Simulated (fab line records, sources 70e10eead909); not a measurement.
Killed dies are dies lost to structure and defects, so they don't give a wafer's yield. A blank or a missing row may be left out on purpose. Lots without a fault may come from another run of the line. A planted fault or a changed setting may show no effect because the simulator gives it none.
Which tool did it? | flow nand_harc | 7 lots, 20 wafers sampled, at 5 steps of a route of 1302

WHAT THE GAUGES READ, wafer by wafer
NHARC_END_SORT_01.
lot | measured | on | killed_at_array

WHICH TOOL RAN EACH LOT (tool, then ch and the chambers of the sampled wafers, then the start)
lot  | NHARC_A_CHANNEL_HOLE_D2_ETCH_24  | NHARC_A_CHANNEL_HOLE_D2_ETCH_25  | NHARC_A_CHANNEL_FILL_D2_ALD_14   | NHARC_A_CHANNEL_FILL_D2_ALD_16
L899 | har_etch-01 ch 0,1, day 14 06:41 | har_etch-01 ch 0,1, day 14 07:29 | ald_hk-01 ch 0,1,2, day 14 17:17 | ald_hk-01 ch 0,1,3, day 14 22:14
L902 | har_etch-02 ch 0,1, day 15 03:44 | har_etch-02 ch 0,1, day 15 04:29 | ald_hk-01 ch 1,2,3, day 15 14:34 | ald_hk-03 ch 0,1,3, day 15 19:48
L904 | har_etch-02 ch 0,1, day 16 00:15 | har_etch-02 ch 0,1, day 16 01:02 | ald_hk-02 ch 0,1,3, day 16 11:46 | ald_hk-01 ch 2,3, day 16 17:07
L906 | har_etch-01 ch 0,1, day 16 18:11 | har_etch-01 ch 0,1, day 16 18:57 | ald_hk-01 ch 1,2, day 17 04:22   | ald_hk-02 ch 0,2,3, day 17 09:34
L909 | har_etch-01 ch 0,1, day 18 01:52 | har_etch-01 ch 0,1, day 18 02:40 | ald_hk-02 ch 0,1, day 18 13:50   | ald_hk-02 ch 1,2,3, day 18 19:07
L917 | har_etch-01 ch 0, day 21 01:57   | har_etch-01 ch 0, day 21 02:42   | ald_hk-01 ch 1,3, day 21 13:53   | ald_hk-03 ch 2,3, day 21 19:07
L921 | har_etch-02 ch 0,1, day 22 18:17 | har_etch-02 ch 0,1, day 22 19:03 | ald_hk-03 ch 0,1,3, day 23 05:34 | ald_hk-01 ch 0,1,3, day 23 11:19
- NHARC_A_CHANNEL_HOLE_D2_ETCH_24: etches the open film in C4F8/O2/Ar, time 906.2 s, target depth 1500 nm.
- NHARC_A_CHANNEL_HOLE_D2_ETCH_25: etches the open film in C4F8/O2/Ar, time 1040.2 s, target depth 1500 nm.
- NHARC_A_CHANNEL_FILL_D2_ALD_14: deposits SiO2, target thk 2.5 nm, pulse time 10 s, ald cycles 25.
- NHARC_A_CHANNEL_FILL_D2_ALD_16: deposits SiO2, target thk 1.5 nm, pulse time 10 s, ald cycles 15.

THE ANSWER, worked out from the rows above alone
Rule: what is usual is taken from the lots themselves. Put in order of their means at a reading, lots are off if they are a third of the lots or fewer, leave a main group of 4 or more, and stand apart from it by a gap of 3 or more times the standard deviation of the main group's means; of several such gaps the widest counts. A main group whose means are all the same, to the digits that the tables above print for the reading, isn't used. A lot without any number at a reading at which 4 lots or more have one is off too. The other lots that the step has rows for count as sound.
No lot is off at any reading shown: from this, nothing can be told.

WHAT THE SIMULATOR HAD PUT IN
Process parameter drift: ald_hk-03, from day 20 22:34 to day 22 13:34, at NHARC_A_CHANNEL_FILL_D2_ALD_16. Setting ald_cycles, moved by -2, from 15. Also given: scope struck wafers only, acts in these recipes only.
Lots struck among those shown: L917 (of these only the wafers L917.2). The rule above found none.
